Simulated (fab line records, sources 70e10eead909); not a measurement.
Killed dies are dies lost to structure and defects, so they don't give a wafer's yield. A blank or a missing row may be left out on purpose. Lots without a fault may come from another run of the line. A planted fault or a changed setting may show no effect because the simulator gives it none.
fab line records | flow nand_harc
record lots=5 wafers=15 last_day=33
route steps=1302 shown P_ZERO_WELL@68 P_STI@69 END@1302
lots that met no fault: from a run of the same line without faults
start_h: hours from the record's first day to the start of the lot's first wafer shown | wait_h: hours since the lot's step before | " the same as in the row above | L1.1+2: a row that stands for several wafers | - no value, or no start given | * or withheld: withheld | < > ~ a bound
route shown NAME@n: a module of which the file shows steps, and the number in the route of the first | usual: mean/standard deviation of fault-free wafers | same: alike in all rows | chamber/n: place in a boat | sites: the reading at each site | _std_site: their standard deviation | _edge_site: outer sites' mean less inner sites' | radius_mm: how far each site lies from the wafer's centre | mask NAME#n: copy n | behind: the tool/chamber that last shaped the wafer | hold: why the lot was held/for how many hours/how that ended | device: the transistor (n, p or np) that didn't switch | end of line: the same wafers' tests at the end of the route | a step without rows: its recipe alone | killed: dies lost to structure and defects at the first sort, not the wafer's yield | map: a wafer's dies, x killed, . not, _ none there
set.NAME: the setting as run; set.NAME@STEP: as run at that earlier step | model.NAME: the simulator's own value behind a step, which no gauge read
lots at some steps of the route; a table a step, a row a wafer
services: from which hour (start_h, from the record's first day; less than 0 if before it) a tool's chamber was out of use, for how many hours, and why
## steps
# step NHARC_P_ZERO_WELL_INSPECT_43
# usual raw_defect_count=12/5.9
# columns lot.wafer tool chamber start_h wait_h raw_defect_count
L971.4 defect_inspect-02 - 47.82 0.2 7
L971.5 " - " " 17
L971.6 " - " " 19
L973.1 defect_inspect-01 - 67.65 0.6 15
L973.3 " - " " 31
L973.4 " - " " 10
L982.2 defect_inspect-02 - 159.63 0.5 12
L982.5 " - " " 4
L982.6 " - " " 6
L986.1 defect_inspect-02 - 197.37 0.6 17
L986.2 " - " " 24
L986.4 " - " " 10
L992.2 defect_inspect-02 - 257.62 0.5 18
L992.4 " - " " 11
L992.5 " - " " 22
# step NHARC_P_STI_ETCH_26
# recipe target_depth_a=110 chemistry=dHF material=SiO2
# step NHARC_P_STI_PRECLEAN_27
# recipe time_s=* temp_c=50 bath_age_min=0 chemistry=SC1
# step NHARC_P_STI_SRD_28
# step NHARC_P_STI_OXIDE_29
# recipe target_thk_a=100 temp_c=900 ox_time_s=1362 material=SiO2
# step NHARC_P_STI_HM_DEP_30
# recipe target_thk_a=800 temp_c=790 pressure_mtorr=300 time_s=873 material=Si3N4
# step NHARC_P_STI_DEHYDRATE_01
# recipe temp_c=150 time_s=120
# step NHARC_P_STI_HMDS_02
# recipe time_s=30
# step NHARC_P_STI_COAT_41
# recipe temp_c=200 time_s=65
# step NHARC_P_STI_COAT_03
# recipe spin_rpm=2000 resist_thk_nm=600
# step NHARC_P_STI_SOFTBAKE_04
# recipe temp_c=125 time_s=70
# step NHARC_P_STI_EBR_05
# step NHARC_P_STI_EXPOSE_06
# recipe na=0.55 target_cd_nm=200 dose_mj=37.69 mask_id=P_STI
# usual reticle_temp_C=23.00/0.095 stage_vel_mm_s=499.93/0.23
# columns lot.wafer tool chamber start_h wait_h mask reticle_temp_C stage_vel_mm_s
L971.4 krf_scanner-03 0 62.92 - P_STI#0 22.87 499.74
L971.5 " 0 " " P_STI#0 23.16 500.13
L971.6 " 0 " " P_STI#0 23.06 499.93
L973.1 krf_scanner-04 0 86.69 - P_STI#0 22.88 499.83
L973.3 " 0 " " P_STI#0 22.88 499.75
L973.4 " 0 " " P_STI#0 22.98 499.67
L982.2 krf_scanner-03 0 177.16 - P_STI_R1#0 23.09 499.64
L982.5 " 0 " " P_STI_R1#0 23.18 499.47
L982.6 " 0 " " P_STI_R1#0 23.02 499.32
L986.1 krf_scanner-04 0 211.93 - P_STI#0 22.98 499.72
L986.2 " 0 " " P_STI#0 23.12 499.92
L986.4 " 0 " " P_STI#0 23.05 499.85
L992.2 krf_scanner-04 0 272.62 - P_STI#0 23.03 500.10
L992.4 " 0 " " P_STI#0 22.94 499.95
L992.5 " 0 " " P_STI#0 22.88 499.87
# step NHARC_P_STI_PEB_07
# recipe peb_temp_c=128 peb_time_s=80
# step NHARC_P_STI_DEVELOP_08
# recipe time_s=50 dev_temp_c=22
# step NHARC_P_STI_CD_MEAS_09
# recipe target_cd_nm=200 landing_energy_ev=500
# usual cd_nm=198.4/2.5
# columns lot.wafer tool chamber start_h wait_h cd_nm
L971.4 cd_sem-03 0 63.07 - 200.9
L971.5 " 0 " " 195.3
L971.6 " 0 " " 196.8
L973.1 cd_sem-01 0 86.84 - 195.7
L973.3 " 0 " " 199.0
L973.4 " 0 " " 198.8
L982.2 cd_sem-01 0 177.31 - 191.2
L982.5 " 0 " " 194.8
L982.6 " 0 " " 190.6
L986.1 cd_sem-02 0 212.08 - 196.5
L986.2 " 0 " " 199.3
L986.4 " 0 " " 198.2
L992.2 cd_sem-03 0 272.77 - 200.3
L992.4 " 0 " " 198.0
L992.5 " 0 " " 195.9
# step NHARC_P_STI_OVL_MEAS_10
# usual overlay_x_nm=1/6.9 overlay_y_nm=1/6.1
# columns lot.wafer tool chamber start_h wait_h overlay_x_nm overlay_y_nm
L971.4 overlay-02 - 63.16 - 7 -14
L971.5 " - " " 7 -14
L971.6 " - " " 7 -14
L973.1 overlay-01 - 86.93 - 8 9
L973.3 " - " " 9 9
L973.4 " - " " 9 9
L982.2 overlay-02 - 177.40 - 0 17
L982.5 " - " " 0 17
L982.6 " - " " 0 17
L986.1 overlay-02 - 212.17 - 5 0
L986.2 " - " " 4 0
L986.4 " - " " 4 0
L992.2 overlay-02 - 272.86 - -12 4
L992.4 " - " " -12 4
L992.5 " - " " -11 4
# step NHARC_P_STI_INSPECT_11
# usual raw_defect_count=5.6/2.9
# columns lot.wafer tool chamber start_h wait_h raw_defect_count
L971.4 defect_inspect-01 - 63.20 0.0 6
L971.5 " - " " 11
L971.6 " - " " 6
L973.1 defect_inspect-01 - 86.97 0.0 7
L973.3 " - " " 6
L973.4 " - " " 4
L982.2 defect_inspect-02 - 177.43 0.0 4
L982.5 " - " " 4
L982.6 " - " " 9
L986.1 defect_inspect-02 - 212.21 0.0 3
L986.2 " - " " 3
L986.4 " - " " 2
L992.2 defect_inspect-02 - 272.90 0.0 3
L992.4 " - " " 3
L992.5 " - " " 5
# step NHARC_P_STI_HARDBAKE_13
# recipe temp_c=118 time_s=65
# step NHARC_P_STI_DESCUM_14
# recipe time_s=3 o2_flow_sccm=200 ar_flow_sccm=0 bias_power_w=0 chemistry=O2
# usual drypump_motor_current_A=5.8/0.3 oes_product_au=1.002/0.014 rf_vpp_V=57.9/0.78 showerhead_plenum_p_Torr=1.92/0.082 throttle_valve_pct=11.311/0.0097
# columns lot.wafer tool chamber start_h wait_h drypump_motor_current_A oes_product_au rf_hours_counter_h rf_vpp_V showerhead_plenum_p_Torr throttle_valve_pct model.P_STI.cd_nm
L971.4 rie_diel-10 3 63.42 - 5.8 1.000 11 59.3 2.02 11.299 201.4
L971.5 " 0 " " 6.2 0.994 - 57.5 1.85 11.323 194.5
L971.6 " 1 " " 5.4 1.009 - 57.4 2.05 11.317 196.5
L973.4 rie_diel-10 0 87.10 - 6.2 0.992 1 57.8 1.85 11.309 198.7
L973.1 " 2 " " 5.9 1.010 1 57.9 1.89 11.306 195.5
L973.3 " 3 " " 5.7 1.020 2 58.1 2.02 11.318 198.9
L982.2 rie_diel-10 2 177.59 - 5.9 0.985 7 58.9 1.89 11.324 191.8
L982.5 " 3 " " 5.8 1.024 - 58.2 2.02 11.306 195
L982.6 " 0 " " 6.2 0.988 - 57.8 1.85 11.306 191.2
L986.4 rie_diel-10 1 212.34 - 5.4 1.008 8 59.4 2.04 11.316 198.1
L986.1 " 2 " " 5.9 0.994 9 56.4 1.89 11.293 196.3
L986.2 " 0 " " 6.2 0.990 8 58.6 1.85 11.287 198.5
L992.2 rie_diel-03 0 273.05 - 5.7 1.014 13 58.4 1.98 11.321 201
L992.4 " 1 " " 5.9 1.004 12 56.6 1.87 11.305 198
L992.5 " 3 " " 5.4 1.005 - 59.1 1.98 11.319 196.3
# step NHARC_P_STI_ETCH_42
# recipe target_depth_a=800 overetch_a=240 time_s=61 ion_energy_ev=200 n2_flow_sccm=150 h2_flow_sccm=150 ar_flow_sccm=0 rf_w=400 bias_w=150 chemistry=N2/H2
# usual drypump_motor_current_A=5.8/0.31 oes_product_au=1.001/0.013 rf_vpp_V=431.0/2.5 showerhead_plenum_p_Torr=2.05/0.088 throttle_valve_pct=14.172/0.009
# columns lot.wafer tool chamber start_h wait_h drypump_motor_current_A oes_product_au rf_hours_counter_h rf_vpp_V showerhead_plenum_p_Torr throttle_valve_pct
L971.4 rie_diel-10 2 63.48 0.1 5.9 1.002 11 428.5 2.02 14.166
L971.5 " 2 " " 5.9 0.996 - 429.9 2.02 14.169
L971.6 " 3 " " 5.8 1.018 - 433.7 2.16 14.161
L973.3 rie_diel-10 1 87.19 0.1 5.4 1.000 1 433.3 2.19 14.171
L973.4 " 3 " " 5.8 1.022 2 434.1 2.16 14.186
L973.1 " 0 " " 6.1 0.995 1 429.6 1.97 14.182
L982.2 rie_diel-10 2 177.66 0.1 5.9 0.993 7 429.4 2.02 14.155
L982.6 " 1 " " 5.5 1.015 - 435.1 2.18 14.167
L982.5 " 2 " " 5.9 1.007 - 429.7 2.02 14.180
L986.1 rie_diel-10 3 212.43 0.1 5.8 1.021 9 432.8 2.15 14.159
L986.4 " 0 " " 6.2 0.992 8 430.1 1.97 14.161
L986.2 " 1 " " 5.4 1.001 8 435.1 2.18 14.172
L992.4 rie_diel-03 2 273.13 0.1 6.6 1.008 13 430.0 2.05 14.175
L992.2 " 3 " " 5.5 1.002 13 431.7 2.11 14.178
L992.5 " 1 " " 5.9 0.995 - 431.1 1.99 14.176
# step NHARC_P_STI_ETCH_31
# recipe target_depth_a=1089 time_s=54.5 cf4_flow_sccm=100 chf3_flow_sccm=30 ar_flow_sccm=0 rf_w=500 bias_w=200 chemistry=CF4/CHF3
# usual drypump_motor_current_A=5.8/0.3 oes_product_au=0.963/0.022 rf_vpp_V=370.9/2.1 showerhead_plenum_p_Torr=1.58/0.062 throttle_valve_pct=16.802/0.0089
# columns lot.wafer tool chamber start_h wait_h drypump_motor_current_A oes_product_au rf_hours_counter_h rf_vpp_V showerhead_plenum_p_Torr throttle_valve_pct
L971.4 rie_diel-10 3 - - 5.8 0.960 11 373.2 1.66 16.797
L971.5 " 0 " " 6.1 0.946 - 370.4 1.53 16.809
L971.6 " 1 " " 5.4 0.959 - 372.5 1.68 16.795
L973.3 rie_diel-10 3 - - 5.8 1.005 2 374.1 1.66 16.795
L973.4 " 1 " " 5.4 0.964 1 374.2 1.68 16.794
L973.1 " 2 " " 5.9 0.988 1 371.5 1.56 16.814
L982.2 rie_diel-10 2 - - 5.9 0.935 7 369.0 1.56 16.803
L982.5 " 1 " " 5.4 0.965 - 374.6 1.68 16.798
L982.6 " 2 " " 5.9 0.944 - 370.1 1.56 16.803
L986.2 rie_diel-10 0 - - 6.2 0.960 8 368.8 1.52 16.791
L986.4 " 2 " " 5.9 0.949 9 369.7 1.56 16.802
L986.1 " 3 " " 5.8 0.998 9 373.4 1.65 16.783
L992.2 rie_diel-03 0 - - 5.7 0.992 13 371.6 1.62 16.793
L992.4 " 2 " " 6.6 0.958 13 370.4 1.58 16.803
L992.5 " 0 " " 5.7 1.004 - 372.8 1.62 16.807
# step NHARC_P_STI_ETCH_15
# recipe target_depth_a=3000 taper_deg=4 time_s=100.1 hbr_flow_sccm=150 cl2_flow_sccm=50 rf_w=400 icp_w=400 bias_w=100 chemistry=HBr/Cl2
# usual drypump_motor_current_A=5.6/0.37 mfc_cl2_sccm=49.98/0.16 oes_product_au=1.002/0.011 throttle_valve_pct=26.406/0.0098
# columns lot.wafer tool chamber start_h wait_h drypump_motor_current_A mfc_cl2_sccm oes_product_au rf_hours_counter_h throttle_valve_pct model.P_STI.cd_nm
L971.4 rie_si-05 1 63.70 - 5.6 49.89 1.007 0.6 26.402 202.5
L971.5 " 3 " " 5.2 49.98 0.990 - 26.409 195.1
L971.6 " 0 " " 5.6 50.05 0.992 - 26.395 195.8
L973.4 rie_si-03 3 87.39 - 5.0 49.88 0.980 0.2 26.399 198.2
L973.1 " 0 " " 5.7 50.10 0.994 0.3 26.408 194.9
L973.3 " 1 " " 5.2 49.93 1.001 0.3 26.420 197.6
L982.2 rie_si-04 0 177.84 - 6.3 49.93 1.012 0.0 26.401 190.5
L982.5 " 0 " " 6.3 50.03 1.001 - 26.396 193.9
L982.6 " 1 " " 5.5 49.89 0.999 - 26.394 191.3
L986.4 rie_si-03 1 212.63 - 5.3 49.71 1.020 1.2 26.395 197.4
L986.1 " 2 " " 6.0 49.99 1.011 1.2 26.396 194.4
L986.2 " 3 " " 5.0 50.25 1.001 1.0 26.396 198.6
L992.2 rie_si-04 3 273.34 - 5.6 50.04 0.997 0.6 26.406 199.2
L992.4 " 0 " " 6.2 49.92 0.988 0.7 26.407 197.3
L992.5 " 1 " " 5.4 50.21 0.981 - 26.399 195
# step NHARC_P_STI_CD_MEAS_16
# usual cd_nm=197.8/2.8
# columns lot.wafer tool chamber start_h wait_h cd_nm
L971.4 cd_sem-01 - 63.84 - 202.8
L971.5 " - " " 195.1
L971.6 " - " " 195.6
L973.1 cd_sem-01 - 87.54 - 195.2
L973.3 " - " " 197.5
L973.4 " - " " 197.8
L982.2 cd_sem-03 - 178.01 - 190.7
L982.5 " - " " 193.9
L982.6 " - " " 191.5
L986.1 cd_sem-03 - 212.78 - 194.5
L986.2 " - " " 198.5
L986.4 " - " " 197.5
L992.2 cd_sem-03 - 273.47 - 199.2
L992.4 " - " " 197.1
L992.5 " - " " 194.7
# step NHARC_END_SORT_01
# recipe temp_c=25
# usual killed_at_array=47/18 killed_at_other=0.9/1.1 killed_at_periphery=4/3.1 killed_dies=52/18 killed_open=3.1/1.5 killed_short=2.4/1.5
# same gross_dies=677
# columns lot.wafer tool chamber start_h wait_h killed_at_array killed_at_other killed_at_periphery killed_dies killed_open killed_short
L971.4 prober-01 0 594.51 3.4 23 0 1 24 3 2
L971.5 prober-01 0 595.31 3.7 23 1 2 26 2 1
L971.6 prober-01 0 596.12 4.0 23 1 4 28 1 1
L973.1 prober-02 0 611.94 2.5 22 0 6 28 6 2
L973.3 prober-02 0 613.53 3.1 25 0 5 30 5 5
L973.4 prober-02 0 614.32 3.4 20 0 2 22 1 2
L982.2 prober-02 0 704.59 2.8 48 0 2 50 2 4
L982.5 prober-02 0 706.97 3.7 29 0 7 36 2 2
L982.6 prober-02 0 707.77 4.0 44 0 4 48 4 2
L992.2 prober-02 0 782.73 2.8 50 0 1 51 3 4
L992.4 prober-02 0 784.32 3.4 35 0 6 41 4 2
L992.5 prober-02 0 785.11 3.7 56 1 0 57 4 5
# killed by level:class
L971.4 A_CHANNEL_HOLE_D2:chamber_film_flake=9 A_CHANNEL_HOLE_D1:chamber_film_flake=2 A_DECK1_JOINT:chamber_film_flake=2 A_STAIRCASE:chamber_film_flake=2 A_SGD_CUT:chamber_film_flake=2 P_M1:geometric_particle:open=1 A_CHANNEL_HOLE_D1:geometric_particle:open=1 A_CHANNEL_FILL_D1:geometric_particle:open=1
L971.5 A_CHANNEL_HOLE_D2:chamber_film_flake=12 A_CONTACT:chamber_film_flake=5 A_SOURCE_PLATE:geometric_particle:open=1 A_CHANNEL_HOLE_D2:geometric_particle:open=1 A_WL_FILL:geometric_particle:short=1 P_ZERO_WELL:chamber_film_flake=1 P_CONTACT:chamber_film_flake=1 A_CHANNEL_HOLE_D1:chamber_film_flake=1
L971.6 A_CHANNEL_HOLE_D2:chamber_film_flake=9 A_CONTACT:chamber_film_flake=4 A_STAIRCASE:chamber_film_flake=4 P_CONTACT:chamber_film_flake=2 A_SGD_CUT:chamber_film_flake=2 A_SOURCE_PLATE:geometric_particle:short=1 A_CHANNEL_HOLE_D2:geometric_particle:open=1 A_SLIT:chamber_film_flake=1
L973.1 A_CHANNEL_HOLE_D2:chamber_film_flake=7 A_CONTACT:chamber_film_flake=6 A_CHANNEL_FILL_D1:geometric_particle:open=2 P_GATE:chamber_film_flake=2 A_CHANNEL_HOLE_D1:chamber_film_flake=2 P_CONTACT:geometric_particle:short=1 P_M1:geometric_particle:open=1 A_CHANNEL_HOLE_D1:geometric_particle:short=1
L973.3 A_CHANNEL_HOLE_D2:chamber_film_flake=8 A_WL_FILL:chamber_film_flake=3 A_CHANNEL_FILL_D1:geometric_particle:open=2 P_ZERO_WELL:chamber_film_flake=2 P_M0:geometric_particle:open=1 A_SOURCE_PLATE:geometric_particle:short=1 A_CHANNEL_FILL_D1:geometric_particle:short=1 A_DECK1_JOINT:geometric_particle:short=1
L973.4 A_CHANNEL_HOLE_D2:chamber_film_flake=8 A_CONTACT:chamber_film_flake=5 A_CHANNEL_HOLE_D1:chamber_film_flake=2 A_DECK1_JOINT:geometric_particle:open=1 A_M0:geometric_particle:short=1 A_M1:geometric_particle:short=1 P_STI:chamber_film_flake=1 P_GATE:chamber_film_flake=1
L982.2 A_CHANNEL_HOLE_D1:chamber_film_flake=32 A_STAIRCASE:chamber_film_flake=5 A_SOURCE_PLATE:geometric_particle:short=1 A_DECK1_JOINT:geometric_particle:open=1 A_CHANNEL_HOLE_D2:geometric_particle:short=1 A_SGD_CUT:geometric_particle:open=1 A_WL_FILL:geometric_particle:short=1 A_BONDPAD:geometric_particle:short=1
L982.5 A_CHANNEL_HOLE_D1:chamber_film_flake=15 P_GATE:chamber_film_flake=4 A_SLIT:chamber_film_flake=3 P_STI:chamber_film_flake=2 A_CHANNEL_FILL_D2:chamber_film_flake=2 A_STAIRCASE:chamber_film_flake=2 A_BONDPAD:chamber_film_flake=2 P_M0:geometric_particle:open=1
L982.6 A_CHANNEL_HOLE_D1:chamber_film_flake=29 A_SLIT:chamber_film_flake=3 A_STAIRCASE:chamber_film_flake=3 A_BONDPAD:chamber_film_flake=2 P_CONTACT:geometric_particle:open=1 P_M0:geometric_particle:open=1 A_CHANNEL_HOLE_D1:geometric_particle:open=1 A_CHANNEL_FILL_D1:geometric_particle:open=1
L992.2 A_SLIT:chamber_film_flake=22 A_CHANNEL_HOLE_D2:chamber_film_flake=16 A_CONTACT:chamber_film_flake=2 A_BONDPAD:chamber_film_flake=2 P_CONTACT:geometric_particle:open=1 A_ONON_D2:geometric_particle:short=1 A_CHANNEL_FILL_D2:geometric_particle:short=1 A_BLC:geometric_particle:short=1
L992.4 A_SLIT:chamber_film_flake=14 A_CHANNEL_HOLE_D2:chamber_film_flake=12 A_CONTACT:chamber_film_flake=3 P_M2:geometric_particle:short=2 A_CHANNEL_FILL_D1:chamber_film_flake=2 P_M0:geometric_particle:open=1 P_M2:geometric_particle:open=1 A_ONON_D1:geometric_particle:open=1
L992.5 A_CHANNEL_HOLE_D2:chamber_film_flake=22 A_SLIT:chamber_film_flake=20 A_DECK1_JOINT:geometric_particle:short=2 A_BLC:geometric_particle:open=2 A_CONTACT:chamber_film_flake=2 A_ONON_D2:geometric_particle:short=1 A_CHANNEL_FILL_D2:geometric_particle:short=1 A_SGD_CUT:geometric_particle:open=1
## services
# columns tool chamber start_h hours kind
rie_si-03 - 44.00 9.0 pm
rie_diel-10 0 44.50 - clean
krf_scanner-03 - 52.00 4.0 pm
rie_diel-10 - 65.50 9.0 pm
krf_scanner-03 - 78.10 0.7 repair
krf_scanner-03 - 80.89 3.8 repair
krf_scanner-03 - 94.39 7.1 repair
rie_diel-03 - 104.42 9.0 pm
rie_si-04 3 122.28 6.3 repair
krf_scanner-03 - 122.60 2.2 repair
rie_diel-10 2 127.95 7.4 repair
rie_si-05 - 128.00 9.0 pm
rie_si-03 3 130.55 15.9 repair
rie_si-04 - 165.00 9.0 pm
krf_scanner-04 - 182.00 4.0 pm
rie_si-05 2 198.52 6.1 repair
krf_scanner-04 - 217.82 1.6 repair
rie_si-03 - 221.00 9.0 pm
krf_scanner-03 - 224.01 4.0 pm
rie_si-05 0 226.65 2.4 repair
rie_diel-10 - 242.50 9.0 pm
rie_si-03 - 248.23 0.6 repair
krf_scanner-03 - 256.80 0.6 repair
rie_si-05 3 263.69 7.1 repair
## key
first_sign step=NHARC_P_STI_EXPOSE_06 reading=mask direction=changed
effect step=NHARC_P_STI_CD_MEAS_09 reading=cd_nm direction=down sigmas=2.5 usual=198.4 struck=192.2
effect step=NHARC_P_STI_CD_MEAS_16 reading=cd_nm direction=down sigmas=2.1 usual=197.8 struck=192.0
model_effect step=NHARC_P_STI_DESCUM_14 value=P_STI.cd_nm without=200.5 struck=192.6
model_effect step=NHARC_P_STI_ETCH_15 value=P_STI.cd_nm without=199.7 struck=191.9
met_at NHARC_P_STI_EXPOSE_06
struck_wafers L982.2,L982.5,L982.6
tester_left_out L982
onset_between 62.92 177.16
fault kind=wrong_mask tool=any chamber=- onset_h=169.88 steps=NHARC_P_STI_EXPOSE_06 aux_copy=P_STI_R1#0 cd_offset_nm=-7.8338 scope=struck_lots_only
# tester_left_out: of these lots the tester's yield and bins aren't shown, on N5 and GAA mostly nor the transistor test; their killed dies are dies lost to structure and defects alone, not to doping, threshold or leakage, so they don't give the yield
